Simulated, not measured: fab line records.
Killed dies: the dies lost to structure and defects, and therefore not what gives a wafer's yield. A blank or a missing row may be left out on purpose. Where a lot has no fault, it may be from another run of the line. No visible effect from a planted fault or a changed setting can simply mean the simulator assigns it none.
Which tool is to blame? -- flow n5_finfet -- 11 lots with 33 wafers sampled at 4 steps, on a route of 1938 steps

== WHAT THE GAUGES READ, wafer by wafer ==
N5_BEOL_M10_CD_MEAS_28 targets a cd of 70 nm.
lot,measured,on,cd_nm (nm)
L569,day 10 01:08,cd_sem-01,68.9 69.3 70.3
L571,day 10 13:43,cd_sem-02,70.2 69.3 69.6
L572,day 10 14:52,cd_sem-01,68.8 69.6 70.5
L573,day 10 20:52,cd_sem-01,69.7 69.3 67.9
L576,day 12 08:53,cd_sem-01,68.8 69.0 69.2
L583,day 13 15:42,cd_sem-01,69.1 68.7 69.0
L584,day 13 19:08,cd_sem-03,69.1 70.6 70.7
L585,day 15 00:50,cd_sem-03,69.4 68.4 68.9
L586,day 15 00:40,cd_sem-03,67.8 67.8 68.1
L587,day 15 01:41,cd_sem-02,69.5 71.1 69.5
L591,day 15 23:09,cd_sem-03,68.5 69.5 69.1

== WHICH TOOL RAN EACH LOT (tool, then ch and the chambers of the sampled wafers, then the start) ==
lot,N5_BEOL_M10_ETCH_62,N5_BEOL_M10_HM_OPEN_17,N5_BEOL_M10_COAT_63
L569,"rie_diel-03 ch 0,2, day 9 23:38","rie_metal-01 ch 0,1, day 9 23:49","litho_track-02 ch 0, day 10 00:45"
L571,"rie_diel-04 ch 0,1,3, day 10 12:52","rie_metal-01 ch 0,1, day 10 13:04","litho_track-05 ch 0, day 10 13:20"
L572,"rie_diel-03 ch 0,1,2, day 10 13:24","rie_metal-02 ch 0,1, day 10 13:35","litho_track-05 ch 0, day 10 14:29"
L573,"rie_diel-04 ch 1,2,3, day 10 20:12","rie_metal-01 ch 0,1, day 10 20:23","litho_track-05 ch 0, day 10 20:37"
L576,"rie_diel-01 ch 0,2,3, day 12 08:09","rie_metal-01 ch 0,1, day 12 08:20","litho_track-02 ch 0, day 12 08:38"
L583,"rie_diel-04 ch 0,1, day 13 14:56","rie_metal-01 ch 0,1, day 13 15:08","litho_track-05 ch 0, day 13 15:27"
L584,"rie_diel-01 ch 1,2, day 13 18:03","rie_metal-03 ch 0, day 13 18:14","litho_track-01 ch 0, day 13 18:46"
L585,"rie_diel-04 ch 0,2,3, day 14 21:40","rie_metal-02 ch 0,1, day 14 21:52","litho_track-05 ch 0, day 15 00:18"
L586,"rie_diel-04 ch 0,3, day 14 23:07","rie_metal-02 ch 0,1, day 14 23:18","litho_track-02 ch 0, day 15 00:17"
L587,"rie_diel-03 ch 0,1,3, day 15 00:06","rie_metal-03 ch 1, day 15 00:17","litho_track-05 ch 0, day 15 01:17"
L591,"rie_diel-03 ch 1,3, day 15 21:59","rie_metal-02 ch 0, day 15 22:10","litho_track-05 ch 0, day 15 22:40"
- N5_BEOL_M10_ETCH_62: etches SOC in N2/H2, target depth 110 nm, overetch 22 nm, time 165 s.
- N5_BEOL_M10_HM_OPEN_17: chemistry Cl2/BCl3, target TiN, target depth 20 nm, overetch 6 nm.
- N5_BEOL_M10_COAT_63: time 60 s, resist thk 100 nm.

== THE ANSWER, worked out from the rows above alone ==
Rule: what is usual is taken from the lots themselves. Put in order of their means at a reading, lots are off if they are a third of the lots or fewer, leave a main group of 4 or more, and stand apart from it by a gap of 3 or more times the standard deviation of the main group's means; of several such gaps the widest counts. A main group is skipped when, at the precision printed for the reading in the tables above, its means are all equal. Also off: a lot with no number at a reading for which 4 or more lots have one. The other lots that the step has rows for count as sound.
None of the lots is off at any reading shown; this tells nothing.

== WHAT THE SIMULATOR HAD PUT IN ==
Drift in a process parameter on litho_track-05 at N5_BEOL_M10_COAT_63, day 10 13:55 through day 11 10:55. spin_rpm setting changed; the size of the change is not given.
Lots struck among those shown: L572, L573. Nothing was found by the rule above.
